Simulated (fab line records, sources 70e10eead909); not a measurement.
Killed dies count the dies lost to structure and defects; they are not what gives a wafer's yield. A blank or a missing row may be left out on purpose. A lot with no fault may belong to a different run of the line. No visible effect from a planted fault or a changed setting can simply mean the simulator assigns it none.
Chamber matching    flow nand_harc    4 sister chambers for NHARC_A_STAIRCASE_ETCH_253 on rie_diel-09
The step etches the open film in C4F8/O2, target depth 50 nm, time 20.2 s. 14 wafers are shown with their chamber, then 7 later ones without.

## EACH WAFER AND ITS CHAMBER
wafer   chamber  rf_vpp_V (V)  rf_fwd_power_W (W)  bias_w (W)
L077.1  3        894           592                 1002.9
L077.2  2        888           588                 1002.3
L077.6  0        894           588                 1004.5
L078.2  1        893           584                 1001.1
L078.3  0        895           586                 998.1
L078.6  3        896           592                 1005.5
L083.3  0        894           587                 994.4
L083.4  1        894           585                 998.3
L083.6  1        893           581                 1001.9
L082.1  0        894           591                 1000.3
L082.2  3        897           595                 1003.9
L082.5  0        895           588                 1000.4
L084.4  1        892           588                 1003.5
L084.5  0        896           586                 1005.5

SIGNATURES, as means of the wafers listed above
reading         chamber 0  chamber 1  chamber 2  chamber 3  scatter within a chamber
rf_vpp_V        894.67     893.00     888.00     895.67     1
rf_fwd_power_W  587.67     584.50     588.00     593.00     2.2
bias_w          1000.533   1001.200   1002.300   1004.100   3.19
Rule: a wafer's distance from a chamber is the root of the sum, over the readings, of the square of ((its reading less the chamber's mean) divided by the reading's scatter). The wafer belongs to the nearest chamber; if the next one is less than 2 further off, it can't be placed. How the scatter is found: for the shown wafers, subtract from each reading the mean of its chamber, square and add these, divide the total by (wafers less chambers), then take the root.

## WAFERS WITH NO CHAMBER GIVEN
wafer   rf_vpp_V (V)  rf_fwd_power_W (W)  bias_w (W)
L084.6  896           591                 995.5
L086.3  894           587                 1000.2
L086.4  888           589                 996.2
L086.5  893           585                 997.7
L089.2  894           586                 996.8
L089.5  895           592                 997.2
L089.6  889           589                 1002.0

## WHICH CHAMBER EACH WENT THROUGH
wafer   from the rows above           in truth
L084.6  can't be placed: 0 or 3       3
L086.3  can't be placed: 0 or 1       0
L086.4  2                             2
L086.5  can't be placed: 1 or 0       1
L089.2  can't be placed: 0 or 1       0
L089.5  can't be placed: 0 or 3 or 1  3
L089.6  2                             2
Correct placement for 2 of the 7. Cannot be placed on the basis of these rows: 5; the candidates contain the true chamber in 5. Wrongly placed: 0.
